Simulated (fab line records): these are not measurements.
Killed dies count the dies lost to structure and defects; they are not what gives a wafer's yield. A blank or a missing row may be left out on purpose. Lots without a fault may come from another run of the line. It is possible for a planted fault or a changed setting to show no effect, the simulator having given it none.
Split-lot experiment :: flow n5 finfet :: 21 wafers read from 7 lots, route of 1938 steps

## ABOUT THE SPLIT
At N5_BEOL_M3_COAT_22 (resist thk 30 nm), the setting spin rpm was moved away from the recipe's 1500 rpm on 4 of the 21 wafers read, by -3.5% to +10.1%. For the rest of the wafers, this setting stayed at what the recipe calls for.

## FROM THE SPLIT TO THE READING: what the file shows between them, 2 steps
- N5_BEOL_M3_EXPOSE_25: exposes mask V2, defocus 5 nm (also split here: dose mj)
- N5_BEOL_M3_PEB_26: peb time 60 s

## THE READING
CAR-EUV_of_BEOL_M3_COAT_22.thk nm (the simulator's own value, which no gauge read), in nm, at N5_BEOL_M3_DEVELOP_27 (develop time 30 s). No usual value for it is given in the file. Across the 17 wafers here that went through the recipe, the average is 29.6 nm and the standard deviation 0.11 nm.

wafer: L080.2
tool, chamber at the split: litho track-04, 0
spin rpm as run, rpm: 1500
against the recipe: recipe
CAR-EUV_of_BEOL_M3_COAT_22.thk nm, nm: 29.6
against lot-mates on the recipe: -

wafer: L080.3
tool, chamber at the split: litho track-04, 0
spin rpm as run, rpm: 1500
against the recipe: recipe
CAR-EUV_of_BEOL_M3_COAT_22.thk nm, nm: 29.4
against lot-mates on the recipe: -

wafer: L080.4
tool, chamber at the split: litho track-04, 0
spin rpm as run, rpm: 1500
against the recipe: recipe
CAR-EUV_of_BEOL_M3_COAT_22.thk nm, nm: 29.4
against lot-mates on the recipe: -

wafer: L084.1
tool, chamber at the split: litho track-01, 0
spin rpm as run, rpm: 1651
against the recipe: +10.1%
CAR-EUV_of_BEOL_M3_COAT_22.thk nm, nm: 28.2
against lot-mates on the recipe: -1.4

wafer: L084.4
tool, chamber at the split: litho track-01, 0
spin rpm as run, rpm: 1651
against the recipe: +10.1%
CAR-EUV_of_BEOL_M3_COAT_22.thk nm, nm: 28.2
against lot-mates on the recipe: -1.4

wafer: L084.3
tool, chamber at the split: litho track-01, 0
spin rpm as run, rpm: 1500
against the recipe: recipe
CAR-EUV_of_BEOL_M3_COAT_22.thk nm, nm: 29.6
against lot-mates on the recipe: -

wafer: L091.2
tool, chamber at the split: litho track-05, 0
spin rpm as run, rpm: 1500
against the recipe: recipe
CAR-EUV_of_BEOL_M3_COAT_22.thk nm, nm: 29.8
against lot-mates on the recipe: -

wafer: L091.6
tool, chamber at the split: litho track-05, 0
spin rpm as run, rpm: 1500
against the recipe: recipe
CAR-EUV_of_BEOL_M3_COAT_22.thk nm, nm: 29.8
against lot-mates on the recipe: -

wafer: L091.4
tool, chamber at the split: litho track-05, 0
spin rpm as run, rpm: 1500
against the recipe: recipe
CAR-EUV_of_BEOL_M3_COAT_22.thk nm, nm: 29.6
against lot-mates on the recipe: -

wafer: L093.1
tool, chamber at the split: litho track-04, 0
spin rpm as run, rpm: 1500
against the recipe: recipe
CAR-EUV_of_BEOL_M3_COAT_22.thk nm, nm: 29.8
against lot-mates on the recipe: -

wafer: L093.3
tool, chamber at the split: litho track-04, 0
spin rpm as run, rpm: 1447
against the recipe: -3.5%
CAR-EUV_of_BEOL_M3_COAT_22.thk nm, nm: 30.2
against lot-mates on the recipe: +0.4

wafer: L093.5
tool, chamber at the split: litho track-04, 0
spin rpm as run, rpm: 1447
against the recipe: -3.5%
CAR-EUV_of_BEOL_M3_COAT_22.thk nm, nm: 30.2
against lot-mates on the recipe: +0.4

wafer: L095.1
tool, chamber at the split: litho track-05, 0
spin rpm as run, rpm: 1500
against the recipe: recipe
CAR-EUV_of_BEOL_M3_COAT_22.thk nm, nm: 29.6
against lot-mates on the recipe: -

wafer: L095.3
tool, chamber at the split: litho track-05, 0
spin rpm as run, rpm: 1500
against the recipe: recipe
CAR-EUV_of_BEOL_M3_COAT_22.thk nm, nm: 29.6
against lot-mates on the recipe: -

wafer: L095.6
tool, chamber at the split: litho track-05, 0
spin rpm as run, rpm: 1500
against the recipe: recipe
CAR-EUV_of_BEOL_M3_COAT_22.thk nm, nm: 29.6
against lot-mates on the recipe: -

wafer: L096.1
tool, chamber at the split: litho track-01, 0
spin rpm as run, rpm: 1500
against the recipe: recipe
CAR-EUV_of_BEOL_M3_COAT_22.thk nm, nm: 29.6
against lot-mates on the recipe: -

wafer: L096.2
tool, chamber at the split: litho track-01, 0
spin rpm as run, rpm: 1500
against the recipe: recipe
CAR-EUV_of_BEOL_M3_COAT_22.thk nm, nm: 29.6
against lot-mates on the recipe: -

wafer: L096.4
tool, chamber at the split: litho track-01, 0
spin rpm as run, rpm: 1500
against the recipe: recipe
CAR-EUV_of_BEOL_M3_COAT_22.thk nm, nm: 29.6
against lot-mates on the recipe: -

wafer: L097.1
tool, chamber at the split: litho track-05, 0
spin rpm as run, rpm: 1500
against the recipe: recipe
CAR-EUV_of_BEOL_M3_COAT_22.thk nm, nm: 29.6
against lot-mates on the recipe: -

wafer: L097.2
tool, chamber at the split: litho track-05, 0
spin rpm as run, rpm: 1500
against the recipe: recipe
CAR-EUV_of_BEOL_M3_COAT_22.thk nm, nm: 29.6
against lot-mates on the recipe: -

wafer: L097.3
tool, chamber at the split: litho track-05, 0
spin rpm as run, rpm: 1500
against the recipe: recipe
CAR-EUV_of_BEOL_M3_COAT_22.thk nm, nm: 29.6
against lot-mates on the recipe: -

THE FIT
A straight line over all 21 wafers: CAR-EUV_of_BEOL_M3_COAT_22.thk nm changes by -0.144 nm for each +1% of spin rpm; r = -0.98; the points scatter about the line by 0.11 nm.
The same after taking each lot's own level away (the mean of its wafers on the recipe; 21 wafers): -0.136 nm for each +1%; r = -0.99; scatter 0.059 nm.
According to that fit, moving spin rpm by its largest amount changes the reading by 1.4 nm.
Across the lots, their own levels run from 29.47 to 29.80 nm, a range of 3.1 times the standard deviation given above.
So the lot-to-lot level changes the slope little: the two slopes agree.
Check: for one of the wafers moved furthest among these (+10.1%), held out of the fit, the line's prediction against its lot-mates is -1.36 nm. Against them it came out at -1.4 nm.

## OTHER SPLITS APPLIED TO THESE WAFERS
Before the reading, these wafers also passed through other splits. Each is held against what the fit with the lots' levels taken away leaves over:
other split on the same wafers: N5_BEOL_M2_ETCH_69 bias w
wafers away from the commonest value: 5
r with CAR-EUV_of_BEOL_M3_COAT_22.thk nm (lot level and that fit taken away): -0.45

other split on the same wafers: N5_BEOL_M2_TRENCH_ETCH_37 bias w
wafers away from the commonest value: 7
r with CAR-EUV_of_BEOL_M3_COAT_22.thk nm (lot level and that fit taken away): -0.07

other split on the same wafers: N5_BEOL_M3_EXPOSE_25 dose mj
wafers away from the commonest value: 5
r with CAR-EUV_of_BEOL_M3_COAT_22.thk nm (lot level and that fit taken away): -0.12

## THE WHOLE CHAIN: every reading that the file lists as answering this split, in the file's order
step: N5_BEOL_M3_COAT_22
what it does: resist thk 30 nm
reading: CAR-EUV_of_BEOL_M3_COAT_22.thk nm (the simulator's own value, which no gauge read)
change (the file's fit): -0.119 nm for each +1% of the setting
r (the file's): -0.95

step: N5_BEOL_M3_DEVELOP_27
what it does: develop time 30 s
reading: CAR-EUV_of_BEOL_M3_COAT_22.thk nm (the simulator's own value, which no gauge read)
change (the file's fit): -0.136 nm for each +1% of the setting
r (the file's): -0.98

## FILE'S OWN FIT
CAR-EUV_of_BEOL_M3_COAT_22.thk nm changes by -0.136 nm for each +1% of spin rpm, r = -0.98.
